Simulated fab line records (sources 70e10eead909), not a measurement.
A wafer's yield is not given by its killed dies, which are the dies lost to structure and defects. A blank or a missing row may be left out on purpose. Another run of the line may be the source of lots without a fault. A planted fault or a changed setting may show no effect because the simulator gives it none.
fab line records | flow nand-harc
record lots=14 wafers=40 last-day=24
route steps=1159 shown A_WL_FILL@813 A_CONTACT@842
lots untouched by any fault: they come from a run of this same line in which no faults occurred
start-h: the number of hours between the record's first day and the start of the first shown wafer of the lot | wait-h: time in hours since the lot's previous step | " as in the row above | L1.1+2: several wafers, shown together as one row | - either no value or no given start | * or withheld: withheld | < > ~ a bound
route shown NAME@n: NAME is a module with steps in the file, n the number in the route of the first one | usual: mean and standard deviation over wafers with no fault | same: alike in all rows | chamber/n: place in a boat | sites: readings site by site | _std_site: standard deviation across them | _edge_site: inner sites' mean taken away from outer sites' mean | radius-mm: how far each site lies from the wafer's centre | mask NAME#n: copy n | behind: tool/chamber where the wafer was last shaped | hold: why the lot was held/for how many hours/how that ended | device: names the non-switching transistor (n, p or np) | end of line: the route-end tests of the same wafers | for a step that has no rows: nothing shown but its recipe | killed: the dies lost at the first sort to structure and to defects; this is not the yield of the wafer | map: the dies of a wafer, with x for killed, . for not killed, _ for no die there
set.NAME: setting as actually run; set.NAME@STEP: the setting as run at that earlier step | model.NAME: the simulator's own value behind a step, which no gauge read
steps of the route over a sample of lots; a table a step, a row a wafer
services: when a tool's chamber went out of use (start-h, in hours from the record's first day, below 0 if earlier), for how many hours, and the reason
## steps
# step NHARC_A_WL_FILL_CVD_03
# recipe target-thk-a=400 temp-c=300 pressure-torr=40 wf6-flow-sccm=40 h2-flow-sccm=1600 ar-flow-sccm=1560 time-s=3302 material=W
# usual heater-power-outer-w=249/28 heater-power-w=469/49 throttle-valve-pct=7.78/0.21
# same time-s=3302
# columns lot.wafer tool chamber start-h wait-h heater-power-outer-w heater-power-w throttle-valve-pct
L578.2 cvd-w-02 0 334.73 0.1 286 541 7.81
L578.6 " 0 336.64 2.0 291 537 8.53
L578.5 " 1 " " 240 504 7.90
L579.3 cvd-w-01 1 336.30 1.4 235 443 7.86
L579.4 " 0 " " 224 395 7.28
L579.5 " 1 " " 240 444 7.76
L581.1 cvd-w-01 0 344.55 0.5 218 389 7.51
L581.4 " 1 " " 237 441 7.91
L581.3 " 0 " " 219 402 7.44
L580.1 cvd-w-02 0 346.57 2.5 290 531 7.85
L580.2 " 1 " " 239 497 7.83
L580.5 " 1 348.88 4.8 249 506 7.62
L584.3 cvd-w-01 1 373.85 1.0 240 449 7.51
L584.4 " 0 " " 216 395 7.59
L584.5 " 0 " " 216 394 7.27
L588.2 cvd-w-02 0 401.46 1.1 295 542 7.79
L588.4 " 1 402.87 2.6 236 464 7.69
L588.5 " 0 " " 293 535 7.92
L589.1 cvd-w-01 1 411.91 1.7 242 452 7.77
L589.6 " 1 413.80 3.6 234 458 7.81
L593.4 cvd-w-02 0 422.86 1.0 286 522 7.99
L593.3 " 1 " " 235 466 7.53
L593.6 " 1 " " 232 470 7.60
L592.1 cvd-w-01 0 423.30 1.3 224 395 7.62
L592.6 " 0 425.22 3.2 224 391 7.48
L597.2 cvd-w-01 1 440.35 1.6 239 464 7.74
L597.1 " 0 " " 227 403 7.42
L597.6 " 1 442.23 3.5 241 458 7.82
L595.2 cvd-w-02 1 448.13 1.6 232 465 8.06
L595.3 " 0 " " 295 539 7.87
L595.5 " 1 450.03 3.5 231 490 7.95
L599.2 cvd-w-01 0 460.54 3.2 225 392 7.61
L599.3 " 1 " " 240 452 8.08
L599.6 " 0 462.43 5.0 223 399 7.28
L600.2 cvd-w-02 0 466.76 0.7 289 527 7.82
L600.4 " 0 " " 290 522 7.84
L600.3 " 1 " " 236 479 8.09
L601.1 cvd-w-02 0 478.82 2.7 295 531 7.90
L601.2 " 1 " " 234 475 7.98
L601.4 " 0 " " 294 540 7.77
# step NHARC_A_WL_FILL_ETCHBACK_04
# recipe target-depth-a=600 time-s=120 chemistry=NF3
# usual chamber-pressure-mTorr=300.0/0.3 drypump-motor-current-A=5.4/0.36 oes-product-au=0.996/0.0068 run-length-s=141.09/0.3
# same time-s=120
# columns lot.wafer tool chamber start-h wait-h chamber-pressure-mTorr drypump-motor-current-A oes-product-au rf-hours-counter-h run-length-s
L578.2 rie-metal-03 1 338.07 2.9 299.8 5.4 0.993 1.3 141.00
L578.5 " 1 " " 300.3 5.3 0.998 - 141.36
L578.6 " 0 " " 300.0 5.4 0.992 - 140.75
L579.3 rie-metal-02 1 338.74 2.0 300.1 6.1 0.995 - 141.45
L579.4 " 0 " " 300.0 4.9 1.001 - 140.51
L579.5 " 0 " " 300.1 4.9 1.003 - 140.48
L581.1 rie-metal-01 0 347.41 2.4 300.0 5.2 0.998 0.0 141.22
L581.3 " 0 " " 299.7 5.2 1.000 - 141.33
L581.4 " 0 " " 300.2 5.2 1.002 - 141.55
L580.1 rie-metal-02 0 349.83 2.8 299.9 4.9 0.999 4.0 140.68
L580.2 " 1 " " 300.0 6.1 0.998 3.3 141.37
L580.5 " 0 " " 300.0 4.9 1.001 - 140.51
L584.3 rie-metal-01 1 376.26 1.9 300.2 5.7 1.005 - 141.55
L584.4 " 0 " " 299.7 5.2 0.988 - 141.15
L584.5 " 1 " " 299.8 5.7 0.991 - 141.16
L588.2 rie-metal-03 0 404.83 2.9 299.7 5.4 0.988 3.6 140.90
L588.4 " 0 " " 299.7 5.4 0.991 - 140.82
L588.5 " 0 " " 299.6 5.4 0.986 - 140.90
L589.1 rie-metal-03 1 415.25 2.9 300.0 5.3 0.994 3.8 140.94
L589.6 " 1 " " 300.4 5.4 0.989 - 141.44
L593.4 rie-metal-02 0 425.33 2.0 300.5 4.9 0.998 - 140.95
L593.3 " 1 " " 300.2 6.1 0.998 - 141.99
L593.6 " 0 " " 300.0 4.9 1.006 - 140.85
L592.1 rie-metal-03 1 426.19 2.4 300.3 5.3 0.986 4.1 141.11
L592.6 " 0 " " 299.9 5.4 0.992 - 141.00
L597.2 rie-metal-02 1 443.66 2.8 299.7 6.1 0.998 1.3 141.12
L597.1 " 0 " " 300.0 4.9 1.001 1.3 140.65
L597.6 " 1 " " 299.5 6.1 1.000 - 141.23
L595.2 rie-metal-03 0 451.03 2.4 299.5 5.4 0.989 4.8 141.11
L595.3 " 0 " " 300.0 5.4 0.991 - 141.37
L595.5 " 1 " " 300.7 5.4 1.003 - 141.12
L599.2 rie-metal-03 1 463.38 2.4 299.6 5.4 0.992 0.0 141.00
L599.3 " 1 " " 300.3 5.4 0.987 - 140.95
L599.6 " 1 " " 299.7 5.3 0.991 - 141.09
L600.2 rie-metal-02 0 470.06 2.8 300.1 4.9 0.999 1.8 140.88
L600.4 " 0 " " 300.1 4.9 0.998 - 140.51
L600.3 " 1 " " 300.3 6.1 1.002 - 141.10
L601.2 rie-metal-01 0 482.12 2.4 299.2 5.2 1.002 4.4 141.53
L601.1 " 1 " " 300.0 5.7 1.003 3.4 141.28
L601.4 " 1 " " 299.9 5.7 1.005 - 141.08
# step NHARC_A_WL_FILL_ETCHBACK_26
# recipe target-depth-a=520 time-s=13.3 hbr-flow-sccm=150 rf-w=350 icp-w=350 bias-w=60 chemistry=HBr
# usual chamber-pressure-mTorr=14.999/0.013 drypump-motor-current-A=5.6/0.4 hbr-flow-sccm=150.0/0.44 oes-product-au=1.002/0.0079 run-length-s=34.5/0.41 throttle-valve-pct=23.266/0.0097
# columns lot.wafer tool chamber start-h wait-h chamber-pressure-mTorr drypump-motor-current-A hbr-flow-sccm oes-product-au rf-hours-counter-h run-length-s throttle-valve-pct
L579.4 rie-si-04 1 353.75 0.4 15.001 6.2 150.0 1.003 0.5 34.9 23.282
L579.3 " 3 " " 15.016 5.1 150.2 0.989 0.6 34.1 23.257
L579.5 " 2 " " 15.019 4.9 150.0 1.001 - 34.6 23.268
L578.2 rie-si-01 2 356.77 0.4 15.006 5.2 150.4 0.993 0.4 34.6 23.286
L578.5 " 0 " " 14.988 5.5 149.9 1.002 - 35.0 23.283
L578.6 " 1 " " 15.011 5.5 149.9 1.003 - 33.8 23.280
L580.1 rie-si-05 2 363.41 0.4 14.991 5.8 150.0 0.998 0.9 34.9 23.252
L580.2 " 3 " " 15.000 6.0 149.8 0.992 0.8 34.3 23.261
L580.5 " 3 " " 15.004 6.0 149.9 0.995 - 34.5 23.260
L581.3 rie-si-04 0 363.41 0.4 14.990 5.2 149.8 0.987 0.6 34.8 23.266
L581.1 " 1 " " 14.986 6.2 150.1 0.991 0.6 34.2 23.273
L581.4 " 3 " " 15.028 5.1 149.9 0.983 0.6 33.9 23.272
L584.3 rie-si-05 3 393.42 0.4 14.992 5.9 150.3 0.987 0.9 34.9 23.257
L584.4 " 1 " " 14.984 6.1 150.5 0.993 1.0 34.3 23.269
L584.5 " 3 " " 14.994 5.9 150.6 0.987 - 34.5 23.277
L588.2 rie-si-04 1 427.21 0.4 14.998 6.2 149.5 0.998 1.1 34.6 23.259
L588.4 " 2 " " 15.013 5.0 150.3 1.008 1.1 34.6 23.260
L588.5 " 0 " " 15.009 5.2 150.5 1.002 - 35.0 23.258
L589.1 rie-si-01 0 432.25 0.4 14.978 5.5 149.6 1.003 0.8 35.0 23.267
L589.6 " 0 " " 15.011 5.5 149.9 1.001 - 31.7 23.264
L593.3 rie-si-05 1 441.20 0.4 15.004 6.1 150.4 1.006 0.1 34.5 23.259
L593.4 " 2 " " 14.994 5.8 150.0 1.002 0.0 34.8 23.248
L593.6 " 2 " " 14.994 5.9 150.4 0.998 - 35.1 23.258
L592.1 rie-si-01 0 441.24 0.4 15.004 5.5 151.2 1.019 0.8 34.7 23.273
L592.6 " 1 " " 14.992 5.5 150.2 1.013 - 31.1 23.280
L597.2 rie-si-05 0 458.00 0.4 14.986 5.4 149.4 1.001 0.3 34.8 23.275
L597.1 " 1 " " 14.991 6.2 150.1 0.990 0.2 34.6 23.280
L597.6 " 1 " " 14.989 6.1 150.0 0.997 - 34.4 23.273
L595.3 rie-si-04 2 466.86 0.4 15.006 4.9 149.4 1.009 0 34.6 23.271
L595.2 " 0 " " 15.011 5.2 149.6 1.003 0 35.1 23.265
L595.5 " 2 " " 15.006 4.9 150.4 1.001 - 34.6 23.269
L599.2 rie-si-05 1 479.67 0.4 14.991 6.1 149.5 1.004 0.4 34.4 23.282
L599.3 " 2 " " 15.005 5.8 150.6 1.013 0.3 34.7 23.269
L599.6 " 1 " " 15.000 6.1 149.5 1.012 - 34.2 23.252
L600.2 rie-si-05 3 487.29 0.4 14.999 6.0 150.3 1.004 0.4 34.9 23.266
L600.3 " 1 " " 14.968 6.1 149.5 1.007 0.5 34.3 23.253
L600.4 " 2 " " 15.001 5.8 149.9 1.009 0.3 34.7 23.263
L601.1 rie-si-05 3 495.40 0.4 14.996 6.0 150.0 0.998 0.5 34.5 23.265
L601.4 " 1 " " 15.001 6.1 150.2 1.013 0.5 34.6 23.245
L601.2 " 2 " " 15.006 5.8 149.0 1.012 0.4 35.1 23.274
# step NHARC_A_CONTACT_DEP_28
# recipe target-thk-a=36000 temp-c=400 material=aC
# usual throttle-valve-pct=35.000/0.0099
# columns lot.wafer tool chamber start-h wait-h throttle-valve-pct
L579.3 acl-dep-02 0 364.36 3.6 35.002
L579.4 " 0 " " 34.995
L579.5 " 0 " " 35.010
L578.2 acl-dep-02 0 368.06 2.8 34.996
L578.5 " 0 369.18 3.9 35.024
L578.6 " 0 " " 34.995
L580.1 acl-dep-02 0 373.82 3.8 35.013
L580.2 " 0 " " 34.994
L580.5 " 0 375.29 5.2 35.010
L581.1 acl-dep-01 0 374.58 4.2 34.979
L581.3 " 0 " " 34.992
L581.4 " 0 " " 35.017
L584.3 acl-dep-03 0 405.60 0.8 34.998
L584.4 " 0 " " 35.010
L584.5 " 0 " " 35.001
L588.2 acl-dep-02 0 434.29 0.4 34.997
L588.4 " 0 " " 35.001
L588.5 " 0 " " 35.003
L589.1 acl-dep-03 0 439.00 0.1 35.002
L589.6 " 0 440.82 1.9 34.996
L592.1 acl-dep-02 0 450.31 1.0 35.007
L592.6 " 0 452.13 2.8 34.996
L593.3 acl-dep-01 0 450.73 1.7 35.024
L593.4 " 0 " " 34.993
L593.6 " 0 " " 34.996
L597.1 acl-dep-03 0 469.04 0.1 34.992
L597.2 " 0 " " 35.000
L597.6 " 0 470.85 1.9 34.993
L595.2 acl-dep-03 0 475.01 0.4 35.014
L595.3 " 0 " " 34.998
L595.5 " 0 " " 35.011
L599.2 acl-dep-03 0 495.91 0.6 34.983
L599.3 " 0 " " 35.005
L599.6 " 0 497.40 2.1 34.985
L600.2 acl-dep-01 0 500.92 0.4 34.979
L600.3 " 0 " " 35.000
L600.4 " 0 " " 34.985
L601.1 acl-dep-03 0 505.74 0.1 34.996
L601.2 " 0 " " 35.001
L601.4 " 0 " " 35.018
## services
# columns tool chamber start-h hours kind
rie-si-05 3 313.39 5.4 repair
rie-si-04 0 317.21 1.3 repair
rie-metal-01 - 332.00 9.0 pm
rie-si-01 - 333.32 0.2 repair
acl-dep-02 - 349.36 13.0 pm
rie-si-05 0 360.57 1.2 repair
rie-si-05 - 366.03 0.6 repair
cvd-w-02 - 376.62 13.0 pm
cvd-w-02 0 376.62 13.0 vent-cycle
cvd-w-02 1 376.62 13.0 vent-cycle
rie-metal-02 - 388.00 9.0 pm
cvd-w-02 0 389.62 - clean
cvd-w-02 1 389.62 - clean
acl-dep-03 - 407.07 13.0 pm
cvd-w-02 1 413.28 5.7 repair
rie-si-05 - 416.00 9.0 pm
rie-si-05 0 416.00 19.6 vent-cycle
rie-metal-03 - 453.00 9.0 pm
rie-si-04 - 453.00 9.0 pm
rie-metal-02 - 461.07 0.5 repair
acl-dep-01 - 474.76 13.0 pm
cvd-w-01 - 475.71 13.0 pm
rie-si-01 - 481.00 9.0 pm
rie-si-04 2 498.88 2.8 repair
## key
first-sign step=NHARC_A_WL_FILL_ETCHBACK_26 reading=run-length-s direction=down sigmas=7.6 usual=* struck=*
effect none on later readings
met-at NHARC_A_WL_FILL_ETCHBACK_26
struck-lots L589,L592
struck-wafers L589.6,L592.6
sort-left-out L589.6,L592.6
tester-left-out L589,L592
not-acting-at NHARC_A_WL_FILL_CVD_03,NHARC_A_WL_FILL_ETCHBACK_04,NHARC_A_CONTACT_DEP_28
onset-between 356.77 432.25
fault kind=process-parameter-drift tool=rie-si-01 chamber=- onset-h=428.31 steps=NHARC_A_WL_FILL_ETCHBACK_26 channel=time-s offset=* shape=step end-h=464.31 scope=struck-wafers-only acts-in=* stated=*
# tester-left-out: of these lots the tester's yield and bins aren't shown, on N5 and GAA mostly nor the transistor test; their killed dies are dies lost to structure and defects alone, not to doping, threshold or leakage, so they don't give the yield
# sort-left-out: the simulated sort isn't trusted on such a fault, so these wafers' sort isn't shown, and their yield isn't known
